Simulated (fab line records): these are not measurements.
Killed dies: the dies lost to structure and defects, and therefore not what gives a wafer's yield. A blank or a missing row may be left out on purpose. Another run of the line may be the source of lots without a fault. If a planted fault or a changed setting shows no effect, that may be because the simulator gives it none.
fab line records    flow n5-finfet
record: lots: 24  wafers: 72  last-day: 18
route steps=1938 shown ZERO_LAYER@14 WELL_APT@29 FIN_SAQP@112
lots untouched by any fault: they come from a run of this same line in which no faults occurred
start-h: start of the lot's first displayed wafer, in hours after the record's first day    wait-h: hours since the lot's step before    " same as the row above    L1.1+2: several wafers, shown together as one row    - either no value or no given start    * or withheld: withheld    < > ~ a bound
route shown NAME@n: names a module that has steps shown in the file, with the first one's number in the route    usual: mean/standard deviation of fault-free wafers    same: alike in all rows    chamber/n: place in a boat    sites: the reading at each site    _std_site: the values' standard deviation    _edge_site: the outer-site mean with the inner-site mean subtracted    radius-mm: how far each site lies from the wafer's centre    mask NAME#n: copy n    behind: tool/chamber where the wafer was last shaped    hold: cause of the lot's hold/its duration in hours/its outcome    device: transistor that didn't switch, given as n, p or np    end of line: tests of these same wafers at the route's end    a step with no rows: only its recipe    killed: count of dies lost to structure and defects at first sort (not the wafer's yield)    map: a wafer's dies, marking killed ones x, the rest . and places with no die _
set.NAME: the run value of the setting; set.NAME@STEP: its run value at that earlier step    model.NAME: the simulator's own value behind a step, which no gauge read
one table for each step of the route and one row for each wafer, over a sample of lots
services: when a tool's chamber went out of use (start-h, in hours from the record's first day, below 0 if earlier), for how many hours, and the reason
== steps ==
step: N5_ZERO_LAYER_DESCUM_16
recipe: chemistry: O2  time-s: 7.9  source-power-w: 50  bias-power-w: 20  pressure-mtorr: 20  rf-frequency-hz: 2.712e+07  temp-c: 40  o2-flow-sccm: 225
usual: drypump-motor-current-A: 5.7/0.42  oes-product-au: 0.77/0.066  rf-fwd-power-W: 49.42/0.25  rf-vpp-V: 243.3/1.6  showerhead-plenum-p-Torr: 2.11/0.088  throttle-valve-pct: 20.49/0.2
lot.wafer  tool         chamber  start-h  wait-h  drypump-motor-current-A  oes-product-au  rf-fwd-power-W  rf-hours-counter-h  rf-vpp-V  showerhead-plenum-p-Torr  throttle-valve-pct
L074.2     rie-diel-04  1        12.93    0.3     5.4                      0.73            49.55           170                 244.2     2.17                      20.73
L074.3     "            2        "        "       5.9                      0.97            49.43           4                   244.9     2.16                      20.30
L074.6     "            3        "        "       6.0                      0.73            49.83           -                   244.1     2.16                      20.33
L075.1     rie-diel-01  2        18.72    0.1     5.1                      0.82            49.64           102                 246.6     2.19                      20.38
L075.3     "            1        "        "       6.4                      0.79            49.30           121                 242.5     2.11                      20.61
L075.5     "            1        "        "       6.4                      0.79            49.33           -                   242.9     2.11                      20.60
L076.2     rie-diel-01  2        24.85    0.1     5.1                      0.80            49.71           104                 244.2     2.19                      20.38
L076.3     "            1        "        "       6.4                      0.79            49.22           123                 242.9     2.11                      20.61
L076.5     "            3        "        "       5.9                      0.72            49.57           -                   240.3     2.08                      20.35
L077.3     rie-diel-01  1        30.68    0.0     6.4                      0.79            49.46           125                 242.2     2.11                      20.60
L077.5     "            3        "        "       5.9                      0.72            49.64           -                   243.0     2.08                      20.37
L077.6     "            0        "        "       6.3                      0.73            49.34           -                   241.7     2.00                      20.74
L078.2     rie-diel-04  0        36.68    0.0     5.3                      0.79            48.88           126                 245.2     2.20                      20.52
L078.4     "            2        "        "       5.9                      0.93            49.58           11                  243.7     2.16                      20.31
L078.6     "            1        "        "       5.5                      0.73            49.36           -                   244.0     2.16                      20.75
L079.2     rie-diel-06  3        42.69    0.0     6.2                      0.74            49.76           188                 243.9     2.09                      20.66
L079.3     "            0        "        "       5.6                      0.76            49.29           150                 242.1     2.18                      20.58
L079.6     "            0        "        "       5.6                      0.77            49.50           -                   243.0     2.18                      20.59
L080.1     rie-diel-06  3        48.83    0.0     6.1                      0.75            49.15           189                 242.7     2.09                      20.66
L080.3     "            0        "        "       5.6                      0.77            49.41           152                 242.4     2.18                      20.59
L080.5     "            3        "        "       6.1                      0.75            49.50           -                   243.2     2.09                      20.65
L081.1     rie-diel-04  3        54.81    0.0     6.0                      0.72            49.51           187                 243.6     2.16                      20.36
L081.3     "            0        "        "       5.3                      0.80            48.87           131                 243.9     2.20                      20.54
L081.6     "            3        "        "       6.0                      0.72            49.74           -                   245.0     2.16                      20.38
L082.2     rie-diel-01  0        60.68    0.0     6.2                      0.73            49.19           171                 241.8     2.00                      20.74
L082.3     "            1        "        "       6.4                      0.78            49.36           134                 242.8     2.11                      20.63
L082.5     "            1        "        "       6.4                      0.79            49.31           -                   245.0     2.11                      20.61
L083.3     rie-diel-04  2        66.82    0.0     5.9                      0.91            49.69           20                  243.2     2.16                      20.33
L083.4     "            0        "        "       5.3                      0.79            49.18           133                 245.1     2.20                      20.50
L083.5     "            3        "        "       6.0                      0.72            49.59           -                   243.5     2.15                      20.37
L084.1     rie-diel-04  2        73.08    0.4     5.9                      0.90            49.68           22                  243.0     2.15                      20.33
L084.2     "            3        "        "       6.0                      0.72            49.38           193                 243.7     2.15                      20.38
L084.4     "            0        "        "       5.3                      0.79            49.13           134                 243.5     2.20                      20.53
L085.2     rie-diel-04  3        78.69    0.0     6.0                      0.72            49.61           195                 244.7     2.15                      20.38
L085.3     "            2        "        "       5.9                      0.90            49.54           24                  243.9     2.15                      20.35
L085.5     "            2        "        "       5.9                      0.91            49.44           -                   243.6     2.15                      20.33
L086.1     rie-diel-04  3        84.80    0.0     6.0                      0.71            49.68           196                 244.6     2.15                      20.38
L086.4     "            1        "        "       5.4                      0.72            49.57           191                 245.8     2.16                      20.77
L086.6     "            2        "        "       5.9                      0.89            49.62           -                   244.3     2.15                      20.33
L087.1     rie-diel-04  3        90.99    0.0     6.0                      0.71            49.73           198                 244.2     2.15                      20.37
L087.4     "            1        "        "       5.4                      0.71            49.25           193                 244.0     2.16                      20.77
L087.5     "            1        "        "       5.5                      0.72            49.46           -                   243.8     2.16                      20.78
L088.2     rie-diel-04  1        96.80    0.0     5.5                      0.73            49.35           195                 244.3     2.16                      20.77
L088.5     "            3        "        "       6.0                      0.71            49.73           -                   243.4     2.15                      20.38
L088.6     "            0        "        "       5.4                      0.77            49.16           -                   245.0     2.19                      20.52
L089.4     rie-diel-01  3        102.76   0.1     5.9                      0.70            49.62           215                 244.4     2.07                      20.39
L089.5     "            2        "        "       5.1                      0.78            49.44           -                   243.6     2.18                      20.42
L089.6     "            1        "        "       6.4                      0.77            49.70           -                   243.9     2.11                      20.65
L090.1     rie-diel-06  3        108.80   0.0     6.1                      0.74            49.33           204                 241.6     2.09                      20.67
L090.2     "            2        "        "       4.8                      0.68            49.27           243                 240.7     1.96                      20.48
L090.6     "            1        "        "       5.5                      0.80            49.43           -                   240.8     1.92                      20.11
L091.1     rie-diel-06  0        114.73   0.0     5.6                      0.76            49.49           168                 244.7     2.17                      20.60
L091.3     "            2        "        "       4.8                      0.67            49.25           245                 240.5     1.96                      20.49
L091.5     "            2        "        "       4.8                      0.68            49.29           -                   240.9     1.96                      20.51
L092.1     rie-diel-04  1        120.90   0.0     5.4                      0.71            49.48           203                 244.9     2.16                      20.79
L092.2     "            3        "        "       6.0                      0.70            49.89           207                 244.5     2.15                      20.40
L092.6     "            1        "        "       5.4                      0.71            49.65           -                   243.6     2.16                      20.79
L093.1     rie-diel-06  1        126.80   0.0     5.5                      0.79            49.44           107                 240.7     1.92                      20.10
L093.4     "            0        "        "       5.6                      0.75            49.05           172                 243.1     2.17                      20.60
L093.5     "            1        "        "       5.6                      0.80            49.45           -                   242.6     1.92                      20.10
L094.1     rie-diel-04  0        132.72   0.0     5.3                      0.78            49.15           152                 245.0     2.19                      20.56
L094.5     "            3        "        "       6.0                      0.71            49.47           -                   244.4     2.15                      20.40
L094.6     "            2        "        "       5.9                      0.89            49.62           -                   243.7     2.15                      20.35
L095.1     rie-diel-06  0        138.70   0.0     5.6                      0.75            49.14           175                 243.1     2.17                      20.62
L095.2     "            1        "        "       5.5                      0.80            49.31           111                 238.7     1.92                      20.10
L095.4     "            0        "        "       5.6                      0.75            49.40           -                   244.2     2.17                      20.62
L096.2     rie-diel-06  0        144.69   0.0     5.6                      0.75            49.26           178                 243.9     2.17                      20.62
L096.3     "            1        "        "       5.5                      0.80            49.04           114                 240.5     1.92                      20.10
L096.5     "            0        "        "       5.6                      0.75            49.31           -                   244.2     2.17                      20.62
L097.1     rie-diel-06  2        152.41   1.8     4.8                      0.96            49.21           2                   246.0     2.22                      20.16
L097.3     "            3        "        "       6.2                      0.72            49.60           221                 241.3     2.08                      20.72
L097.5     "            1        "        "       5.5                      0.80            49.24           -                   241.6     1.92                      20.12
step: N5_WELL_APT_OVL_MEAS_09
recipe: points-per-wafer: 44
usual: NWELL_OVL: 5/4.9
lot.wafer  tool        chamber  start-h  wait-h  NWELL_OVL[nm]
L074.2     overlay-02  0        13.84    0.0     13
L074.3     "           0        "        "       14
L074.6     "           0        "        "       2
L075.1     overlay-02  0        19.63    0.0     -5
L075.3     "           0        "        "       -6
L075.5     "           0        "        "       2
L076.2     overlay-01  0        25.78    0.0     4
L076.3     "           0        "        "       3
L076.5     "           0        "        "       3
L077.3     overlay-01  0        31.71    0.0     -2
L077.5     "           0        "        "       4
L077.6     "           0        "        "       6
L078.2     overlay-02  0        37.75    0.0     5
L078.4     "           0        "        "       3
L078.6     "           0        "        "       5
L079.2     overlay-01  0        43.72    0.0     10
L079.3     "           0        "        "       7
L079.6     "           0        "        "       8
L080.1     overlay-01  0        49.89    0.0     13
L080.3     "           0        "        "       2
L080.5     "           0        "        "       6
L081.1     overlay-02  0        55.84    0.0     8
L081.3     "           0        "        "       5
L081.6     "           0        "        "       1
L082.2     overlay-01  0        61.71    0.0     14
L082.3     "           0        "        "       4
L082.5     "           0        "        "       0
L083.3     overlay-02  0        67.73    0.0     2
L083.4     "           0        "        "       4
L083.5     "           0        "        "       2
L084.1     overlay-02  0        73.98    0.0     -2
L084.2     "           0        "        "       -2
L084.4     "           0        "        "       5
L085.2     overlay-02  0        79.60    0.0     5
L085.3     "           0        "        "       9
L085.5     "           0        "        "       8
L086.1     overlay-01  0        85.73    0.0     8
L086.4     "           0        "        "       5
L086.6     "           0        "        "       5
L087.1     overlay-02  0        92.03    0.0     1
L087.4     "           0        "        "       15
L087.5     "           0        "        "       6
L088.2     overlay-01  0        97.71    0.0     6
L088.5     "           0        "        "       9
L088.6     "           0        "        "       7
L089.4     overlay-01  0        103.67   0.0     16
L089.5     "           0        "        "       12
L089.6     "           0        "        "       9
L090.1     overlay-01  0        109.71   0.0     9
L090.2     "           0        "        "       4
L090.6     "           0        "        "       5
L091.1     overlay-01  0        115.64   0.0     4
L091.3     "           0        "        "       10
L091.5     "           0        "        "       8
L092.1     overlay-01  0        121.94   0.0     2
L092.2     "           0        "        "       1
L092.6     "           0        "        "       4
L093.1     overlay-01  0        127.71   0.0     9
L093.4     "           0        "        "       13
L093.5     "           0        "        "       9
L094.1     overlay-02  0        133.63   0.0     6
L094.5     "           0        "        "       2
L094.6     "           0        "        "       6
L095.1     overlay-01  0        139.74   0.0     -3
L095.2     "           0        "        "       0
L095.4     "           0        "        "       -2
L096.2     overlay-01  0        145.72   0.0     -1
L096.3     "           0        "        "       1
L096.5     "           0        "        "       5
L097.1     overlay-02  0        153.31   0.0     4
L097.3     "           0        "        "       2
L097.5     "           0        "        "       2
step: N5_FIN_SAQP_OVL_MEAS_17
recipe: points-per-wafer: 44
usual: FIN_CORE_OVL: -0.5/0.77
lot.wafer  tool        chamber  start-h  wait-h  FIN_CORE_OVL[nm]
L074.2     overlay-02  0        21.82    0.0     -0.2
L074.3     "           0        "        "       0.1
L074.6     "           0        "        "       0.4
L075.1     overlay-01  0        27.42    0.0     -1.9
L075.3     "           0        "        "       -0.5
L075.5     "           0        "        "       -0.7
L076.2     overlay-01  0        34.00    0.0     -1.3
L076.3     "           0        "        "       -1.2
L076.5     "           0        "        "       -1.3
L077.3     overlay-01  0        39.68    0.0     -1.5
L077.5     "           0        "        "       0.3
L077.6     "           0        "        "       -1.9
L078.2     overlay-01  0        46.14    0.0     -0.2
L078.4     "           0        "        "       0.2
L078.6     "           0        "        "       -0.7
L079.2     overlay-01  0        52.52    0.0     -0.3
L079.3     "           0        "        "       0.3
L079.6     "           0        "        "       -1.3
L080.1     overlay-01  0        58.20    0.0     -1.5
L080.3     "           0        "        "       -2.7
L080.5     "           0        "        "       -1.5
L081.1     overlay-02  0        63.92    0.0     -0.3
L081.3     "           0        "        "       -0.3
L081.6     "           0        "        "       -0.5
L082.2     overlay-02  0        70.73    0.0     1.0
L082.3     "           0        "        "       0.2
L082.5     "           0        "        "       1.4
L083.3     overlay-01  0        77.28    0.0     -1.7
L083.4     "           0        "        "       -0.9
L083.5     "           0        "        "       -0.5
L084.1     overlay-02  0        83.48    0.0     -0.6
L084.2     "           0        "        "       0.7
L084.4     "           0        "        "       0.0
L085.2     overlay-01  0        88.36    0.0     -0.5
L085.3     "           0        "        "       0.1
L085.5     "           0        "        "       0.6
L086.1     overlay-01  0        94.66    0.0     0.4
L086.4     "           0        "        "       -1.1
L086.6     "           0        "        "       -1.3
L087.1     overlay-02  0        102.16   0.0     1.2
L087.4     "           0        "        "       1.2
L087.5     "           0        "        "       -0.9
L088.2     overlay-01  0        106.78   0.0     -1.2
L088.5     "           0        "        "       0.3
L088.6     "           0        "        "       -1.0
L089.4     overlay-02  0        113.87   0.0     -1.1
L089.5     "           0        "        "       -0.1
L089.6     "           0        "        "       0.8
L090.1     overlay-02  0        118.20   0.0     -0.9
L090.2     "           0        "        "       -0.2
L090.6     "           0        "        "       -0.8
L091.1     overlay-02  0        124.18   0.0     -0.5
L091.3     "           0        "        "       -1.8
L091.5     "           0        "        "       -1.0
L092.1     overlay-02  0        131.16   0.0     -0.1
L092.2     "           0        "        "       0.0
L092.6     "           0        "        "       -0.4
L093.1     overlay-01  0        136.19   0.0     -0.9
L093.4     "           0        "        "       0.0
L093.5     "           0        "        "       -0.8
L094.1     overlay-01  0        143.08   0.0     -0.2
L094.5     "           0        "        "       -1.9
L094.6     "           0        "        "       -1.3
L095.1     overlay-01  0        148.47   0.0     -0.5
L095.2     "           0        "        "       -0.2
L095.4     "           0        "        "       -0.4
L096.2     overlay-02  0        156.48   0.0     -0.9
L096.3     "           0        "        "       -0.2
L096.5     "           0        "        "       -0.6
L097.1     overlay-02  0        162.21   0.0     -1.2
L097.3     "           0        "        "       -1.5
L097.5     "           0        "        "       -0.1
step: N5_FIN_SAQP_ETCH_65
recipe: chemistry: CF4  target: SiO2  target-depth-a: 40  ion-energy-ev: 350  time-s: 4.4  pressure-mtorr: 10  icp-w: 800  bias-w: 400  cf4-flow-sccm: 80
usual: drypump-motor-current-A: 5.48/0.29  oes-product-au: 0.987/0.018  rf-fwd-power-W: 790/3.8  throttle-valve-pct: 21.7/0.32
lot.wafer  tool       chamber  start-h  wait-h  drypump-motor-current-A  oes-product-au  rf-fwd-power-W  rf-hours-counter-h  throttle-valve-pct
L074.2     rie-si-03  3        24.90    0.1     5.09                     0.965           790             174                 21.7
L074.3     "          0        "        "       5.96                     0.970           794             110                 22.3
L074.6     "          3        "        "       5.08                     0.968           792             -                   21.7
L075.1     rie-si-03  1        29.97    0.1     5.14                     1.004           785             32                  21.6
L075.3     "          2        "        "       5.57                     0.987           786             64                  21.2
L075.5     "          1        "        "       5.15                     0.993           785             -                   21.6
L076.2     rie-si-03  1        36.51    0.1     5.16                     1.004           789             32                  21.6
L076.3     "          3        "        "       5.12                     0.971           791             174                 21.7
L076.5     "          0        "        "       5.96                     0.976           792             -                   22.3
L077.3     rie-si-03  0        42.08    0.1     5.97                     0.978           796             111                 22.3
L077.5     "          3        "        "       5.14                     0.974           789             -                   21.7
L077.6     "          0        "        "       5.96                     0.981           793             -                   22.3
L078.2     rie-si-03  1        48.73    0.1     5.16                     0.997           782             32                  21.6
L078.4     "          2        "        "       5.59                     0.999           787             65                  21.2
L078.6     "          3        "        "       5.10                     0.962           792             -                   21.7
L079.2     rie-si-04  0        54.82    0.1     5.15                     0.974           782             66                  21.4
L079.3     "          3        "        "       5.53                     0.995           787             76                  22.0
L079.6     "          1        "        "       5.29                     1.015           781             -                   22.0
L080.1     rie-si-03  3        60.59    0.1     5.11                     0.974           794             175                 21.7
L080.3     "          1        "        "       5.16                     1.002           784             33                  21.6
L080.5     "          2        "        "       5.55                     0.988           788             -                   21.2
L081.1     rie-si-01  1        66.83    0.1     5.47                     0.971           793             156                 21.7
L081.3     "          2        "        "       5.77                     1.024           792             147                 21.9
L081.6     "          2        "        "       5.76                     1.024           794             -                   21.9
L082.2     rie-si-04  1        73.07    0.1     5.29                     1.015           787             31                  22.0
L082.3     "          3        "        "       5.53                     0.990           791             76                  22.1
L082.5     "          3        "        "       5.53                     0.997           795             -                   22.0
L083.3     rie-si-01  1        79.63    0.1     5.50                     0.982           790             156                 21.7
L083.4     "          2        "        "       5.78                     1.031           792             147                 21.9
L083.5     "          1        "        "       5.51                     0.968           792             -                   21.7
L084.1     rie-si-01  2        86.95    0.1     5.75                     1.033           793             147                 21.9
L084.2     "          3        "        "       5.39                     0.971           791             96                  21.4
L084.4     "          0        "        "       5.74                     0.991           791             133                 21.8
L085.2     rie-si-03  0        90.92    0.1     5.97                     0.975           799             112                 22.3
L085.3     "          2        "        "       5.57                     0.981           787             65                  21.2
L085.5     "          0        "        "       5.97                     0.974           796             -                   22.3
L086.1     rie-si-01  2        97.22    0.1     5.78                     1.032           790             147                 21.9
L086.4     "          1        "        "       5.47                     0.970           791             156                 21.7
L086.6     "          1        "        "       5.48                     0.974           794             -                   21.7
L087.1     rie-si-03  0        104.63   0.1     5.95                     0.976           796             112                 22.3
L087.4     "          2        "        "       5.54                     0.985           789             66                  21.2
L087.5     "          2        "        "       5.55                     0.991           790             -                   21.2
L088.2     rie-si-01  0        109.39   0.1     5.75                     0.987           791             134                 21.8
L088.5     "          0        "        "       5.73                     1.010           791             -                   21.8
L088.6     "          3        "        "       5.38                     0.970           793             -                   21.4
L089.4     rie-si-04  2        116.37   0.0     5.31                     0.967           793             137                 21.5
L089.5     "          3        "        "       5.49                     0.984           792             -                   22.0
L089.6     "          0        "        "       5.13                     0.973           782             -                   21.4
L090.1     rie-si-03  2        120.51   0.1     5.48                     0.987           787             66                  21.2
L090.2     "          0        "        "       5.98                     0.977           793             112                 22.3
L090.6     "          2        "        "       5.52                     0.981           790             -                   21.2
L091.1     rie-si-03  1        127.70   0.1     5.17                     0.992           790             34                  21.6
L091.3     "          3        "        "       5.08                     0.976           795             176                 21.7
L091.5     "          3        "        "       5.10                     0.981           789             -                   21.7
L092.1     rie-si-03  1        134.10   0.1     5.12                     0.993           784             34                  21.6
L092.2     "          3        "        "       5.12                     0.976           792             176                 21.7
L092.6     "          2        "        "       5.53                     0.991           786             -                   21.2
L093.1     rie-si-01  0        139.20   0.1     5.72                     1.004           791             134                 21.8
L093.4     "          3        "        "       5.40                     0.964           795             97                  21.4
L093.5     "          0        "        "       5.72                     1.003           788             -                   21.8
L094.1     rie-si-03  1        145.62   0.1     5.18                     0.987           788             34                  21.6
L094.5     "          0        "        "       5.97                     0.958           790             -                   22.3
L094.6     "          1        "        "       5.15                     0.990           787             -                   21.6
L095.1     rie-si-01  0        151.93   0.1     5.73                     1.006           792             134                 21.8
L095.2     "          3        "        "       5.38                     0.970           790             97                  21.4
L095.4     "          1        "        "       5.51                     0.991           795             157                 21.7
L096.2     rie-si-01  3        158.97   0.1     5.39                     0.978           794             97                  21.4
L096.3     "          0        "        "       5.74                     1.013           793             135                 21.8
L096.5     "          3        "        "       5.37                     0.978           794             -                   21.4
L097.1     rie-si-03  1        165.18   0.1     5.18                     1.000           787             34                  21.6
L097.3     "          3        "        "       5.16                     0.965           793             177                 21.7
L097.5     "          0        "        "       5.97                     0.974           793             -                   22.3
step: N5_FIN_SAQP_RECESS_71
recipe: chemistry: HF/NH3  target: SiO2  target-depth-a: 30  afs-cycles: 1  temp-c: 30  sublimation-temp-c: 180  sublimation-time-s: 60
usual: drypump-motor-current-A: 5.84/0.22
lot.wafer  tool           chamber  start-h  wait-h  drypump-motor-current-A
L074.2     vapor-etch-01  0        25.62    0.0     5.71
L074.3     "              1        "        "       5.55
L074.6     "              0        "        "       5.70
L075.1     vapor-etch-02  1        30.70    0.0     6.12
L075.3     "              0        "        "       6.02
L075.5     "              1        "        "       6.09
L076.2     vapor-etch-02  0        37.24    0.0     6.02
L076.3     "              0        "        "       6.01
L076.5     "              0        "        "       6.02
L077.3     vapor-etch-01  1        42.88    0.1     5.54
L077.5     "              0        "        "       5.71
L077.6     "              1        "        "       5.54
L078.2     vapor-etch-02  1        49.45    0.0     6.09
L078.4     "              1        "        "       6.08
L078.6     "              0        "        "       6.01
L079.2     vapor-etch-02  1        55.55    0.0     6.07
L079.3     "              0        "        "       6.02
L079.6     "              1        "        "       6.10
L080.1     vapor-etch-01  0        61.31    0.0     5.69
L080.3     "              1        "        "       5.55
L080.5     "              1        "        "       5.56
L081.1     vapor-etch-02  0        67.56    0.0     5.97
L081.3     "              0        "        "       6.02
L081.6     "              0        "        "       6.01
L082.2     vapor-etch-01  0        73.79    0.0     5.70
L082.3     "              0        "        "       5.70
L082.5     "              0        "        "       5.68
L083.3     vapor-etch-01  0        80.40    0.1     5.70
L083.4     "              1        "        "       5.54
L083.5     "              0        "        "       5.70
L084.1     vapor-etch-01  0        87.67    0.0     5.71
L084.2     "              0        "        "       5.71
L084.4     "              0        "        "       5.71
L085.2     vapor-etch-02  0        91.64    0.0     6.02
L085.3     "              0        "        "       6.01
L085.5     "              1        "        "       6.07
L086.1     vapor-etch-01  1        97.94    0.0     5.56
L086.4     "              0        "        "       5.70
L086.6     "              0        "        "       5.71
L087.1     vapor-etch-02  0        105.35   0.0     6.00
L087.4     "              0        "        "       6.00
L087.5     "              1        "        "       6.06
L088.2     vapor-etch-01  0        110.26   0.0     5.70
L088.5     "              1        "        "       5.56
L088.6     "              0        "        "       5.69
L089.4     vapor-etch-01  0        117.14   0.1     5.68
L089.5     "              0        "        "       5.69
L089.6     "              1        "        "       5.56
L090.1     vapor-etch-01  0        121.23   0.0     5.69
L090.2     "              1        "        "       5.55
L090.6     "              0        "        "       5.68
L091.1     vapor-etch-01  1        128.51   0.0     5.54
L091.3     "              1        "        "       5.57
L091.5     "              0        "        "       5.70
L092.1     vapor-etch-02  0        135.01   0.0     6.01
L092.2     "              1        "        "       6.12
L092.6     "              0        "        "       6.00
L093.1     vapor-etch-02  1        139.94   0.0     6.08
L093.4     "              1        "        "       6.11
L093.5     "              0        "        "       6.05
L094.1     vapor-etch-02  0        146.35   0.0     6.01
L094.5     "              1        "        "       6.07
L094.6     "              0        "        "       6.02
L095.1     vapor-etch-02  0        152.65   0.0     6.02
L095.2     "              1        "        "       6.11
L095.4     "              1        "        "       6.11
L096.2     vapor-etch-01  1        159.87   0.0     5.57
L096.3     "              0        "        "       5.69
L096.5     "              1        "        "       5.57
L097.1     vapor-etch-02  1        165.91   0.0     6.09
L097.3     "              0        "        "       6.01
L097.5     "              1        "        "       6.10
step: N5_FIN_SAQP_HM_CD_35
recipe: target-cd-nm: 8  polarity: line
usual: cd-nm: 8.14/0.25
lot.wafer  tool       chamber  start-h  wait-h  cd-nm
L074.2     cd-sem-03  -        26.59    0.1     8.23
L074.3     "          -        "        "       7.82
L074.6     "          -        "        "       7.97
L075.1     cd-sem-01  -        31.63    0.1     8.06
L075.3     "          -        "        "       7.89
L075.5     "          -        "        "       7.79
L076.2     cd-sem-02  -        38.17    0.1     8.06
L076.3     "          -        "        "       8.06
L076.5     "          -        "        "       7.71
L077.3     cd-sem-02  -        43.98    0.1     8.17
L077.5     "          -        "        "       7.80
L077.6     "          -        "        "       7.93
L078.2     cd-sem-01  -        50.47    0.1     8.08
L078.4     "          -        "        "       7.91
L078.6     "          -        "        "       8.51
L079.2     cd-sem-03  -        56.66    0.1     7.80
L079.3     "          -        "        "       8.11
L079.6     "          -        "        "       7.88
L080.1     cd-sem-03  -        62.24    0.1     8.05
L080.3     "          -        "        "       8.43
L080.5     "          -        "        "       7.86
L081.1     cd-sem-02  -        68.49    0.1     7.84
L081.3     "          -        "        "       8.06
L081.6     "          -        "        "       8.12
L082.2     cd-sem-03  -        74.73    0.1     7.94
L082.3     "          -        "        "       8.24
L082.5     "          -        "        "       8.19
L083.3     cd-sem-01  -        81.71    0.1     8.32
L083.4     "          -        "        "       8.36
L083.5     "          -        "        "       8.05
L084.1     cd-sem-03  -        88.93    0.1     7.84
L084.2     "          -        "        "       8.26
L084.4     "          -        "        "       8.19
L085.2     cd-sem-01  -        93.30    0.1     7.92
L085.3     "          -        "        "       8.48
L085.5     "          -        "        "       8.22
L086.1     cd-sem-02  -        101.23   0.1     8.40
L086.4     "          -        "        "       7.93
L086.6     "          -        "        "       7.59
L087.1     cd-sem-03  -        108.66   0.1     8.00
L087.4     "          -        "        "       8.05
L087.5     "          -        "        "       8.01
L088.2     cd-sem-01  -        111.24   0.1     7.95
L088.5     "          -        "        "       8.26
L088.6     "          -        "        "       8.11
L089.4     cd-sem-02  -        118.88   0.1     8.71
L089.5     "          -        "        "       8.26
L089.6     "          -        "        "       7.91
L090.1     cd-sem-02  -        122.16   0.1     8.34
L090.2     "          -        "        "       8.38
L090.6     "          -        "        "       8.33
L091.1     cd-sem-03  -        129.85   0.1     8.22
L091.3     "          -        "        "       8.39
L091.5     "          -        "        "       8.11
L092.1     cd-sem-02  -        136.02   0.1     7.66
L092.2     "          -        "        "       8.26
L092.6     "          -        "        "       8.09
L093.1     cd-sem-03  -        140.87   0.1     8.04
L093.4     "          -        "        "       8.26
L093.5     "          -        "        "       7.93
L094.1     cd-sem-02  -        147.79   0.1     7.99
L094.5     "          -        "        "       8.03
L094.6     "          -        "        "       8.27
L095.1     cd-sem-02  -        153.64   0.1     8.15
L095.2     "          -        "        "       8.25
L095.4     "          -        "        "       8.06
L096.2     cd-sem-02  -        160.94   0.1     8.34
L096.3     "          -        "        "       8.20
L096.5     "          -        "        "       7.99
L097.1     cd-sem-03  -        167.00   0.1     8.29
L097.3     "          -        "        "       8.08
L097.5     "          -        "        "       8.09
== services ==
tool           chamber  start-h  hours  kind
rie-diel-04    0        -7.76    7.2    repair
rie-diel-06    3        2.62     7.5    repair
rie-si-03      3        5.43     5.1    repair
rie-diel-04    -        8.39     0.6    repair
rie-si-04      -        26.09    28.1   pm
rie-diel-04    0        62.99    3.1    repair
rie-si-01      2        64.85    0.9    repair
vapor-etch-01  1        87.46    3.2    repair
rie-diel-01    0        107.52   8.7    repair
rie-diel-06    2        130.38   -      clean
rie-diel-06    2        130.38   -      consumable-replace:focus-ring
rie-diel-06    2        130.38   -      consumable-replace:showerhead
rie-diel-06    2        130.38   17.2   scheduled-down
rie-diel-06    2        130.38   17.2   vent-cycle
rie-diel-01    -        142.97   28.1   pm
rie-diel-06    -        151.78   0.2    repair
vapor-etch-02  -        152.97   2.8    pm
vapor-etch-02  -        160.03   0.9    repair
== key ==
fault none
